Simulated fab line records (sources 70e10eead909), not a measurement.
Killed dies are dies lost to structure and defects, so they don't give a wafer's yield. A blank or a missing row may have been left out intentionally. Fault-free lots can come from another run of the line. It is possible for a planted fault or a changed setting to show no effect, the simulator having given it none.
Problem report in the 8D (eight disciplines) form, filled by code + flow nandHarc + the parts of the form that need people (team, actions taken, sign-off) are left out

## 1. THE ISSUE
At NHARC_P_M2_ETCH_35, runLengthS averages 51.8 s over 2 wafers from 2 lots, while fault-free wafers read 65.4 s, standard deviation 0.42. That is -32 standard deviations from the usual mean.
The step: etches the open film in N2/H2, target depth 40 nm, overetch 12 nm, time 43.94 s.
First seen on wafer L882.5, day 8 15:17, on rieDiel-03. At this step, 33 wafers from 11 lots have a number in the record. Rule for "out", or "out of limits": more than 4 standard deviations from the usual mean. The other wafers with a number count as sound.

## 2. WHAT IT IS; WHAT IT IS NOT
| question                    | is               | is not                                                                                                        |
|-----------------------------|------------------|---------------------------------------------------------------------------------------------------------------|
| which readings at this step | runLengthS       | drypumpMotorCurrentA, oesProductAu, rfVppV, showerheadPlenumPTorr, throttleValvePct                           |
| which lots                  | L882, L883       | L872, L873, L884, L886, L887, L888, L889, L890, L895                                                          |
| which wafers of those lots  | L882.5, L883.1   | L882.2, L882.3, L883.5, L883.6                                                                                |
| read on which tools         | rieDiel-03       | rieDiel-13                                                                                                    |
| when                        | from day 8 15:17 | up to then (8 sound wafers); but 23 sound wafers of L883, L884, L886, L887, L888, L889, L890, L895 came after |

## 3. SUSPECTS, AND WHAT RULES EACH OUT
Counting: any tool at a process step up to the reading remains a suspect provided it ran every lot that is out. Sound lots after the first of them don't rule it out here, since some wafers of a struck lot are sound.
- rieDiel-03 at NHARC_P_M2_DESCUM_14 (chemistry O2, time 3 s): kept. It ran every lot that is out, first L882 (day 8 15:11); its last sound lot up to then is L873 (day 6 14:49).
- rieDiel-03 at NHARC_P_M2_ETCH_35 (etches the open film in N2/H2, target depth 40 nm, overetch 12 nm, time 43.94 s): kept. It ran every lot that is out, first L882 (day 8 15:17); its last sound lot up to then is L873 (day 6 14:53). Its own readings are out on those wafers: runLengthS.
- At NHARC_P_M2_ETCH_35, inside rieDiel-03: chamber 0 took the wafers that are out, while their sound lot-mates went through chambers 1, 2, 3.
After counting, rieDiel-03 at NHARC_P_M2_DESCUM_14 and rieDiel-03 at NHARC_P_M2_ETCH_35 remain.

## 4. THE CAUSE (what the simulator had put in)
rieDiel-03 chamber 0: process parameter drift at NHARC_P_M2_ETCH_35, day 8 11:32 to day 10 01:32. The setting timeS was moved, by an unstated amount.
After counting, 2 suspects remain, this tool included.

## 5. THE EFFECT CHAIN, in route order
One row per reading whose mean, taken over the struck wafers that have a number, lies over 3 standard deviations from the usual. Only readings for which the record gives a usual standard deviation are gone through. hours: the time from each lot's start at the first step in this table that gives one to its start at this step, as a median over the lots. sigmas: the change in usual standard deviations.
| hours | step               | reading    | usual  | on struck wafers | change | sigmas |
|-------|--------------------|------------|--------|------------------|--------|--------|
| 0     | NHARC_P_M2_ETCH_35 | runLengthS | 65.4 s | 51.8             | -13.6  | -32    |
Its process steps:
- NHARC_P_M2_ETCH_35: etches the open film in N2/H2, target depth 40 nm, overetch 12 nm, time 43.94 s.
Readings that are blank on the struck wafers while sound wafers have them: rfFwdPowerW at NHARC_P_M2_ETCH_35.

## 6. WHAT WOULD HAVE CAUGHT IT SOONER
In this record no reading fell out of limits until day 8 15:17, 4 hours after the fault had begun at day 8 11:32.
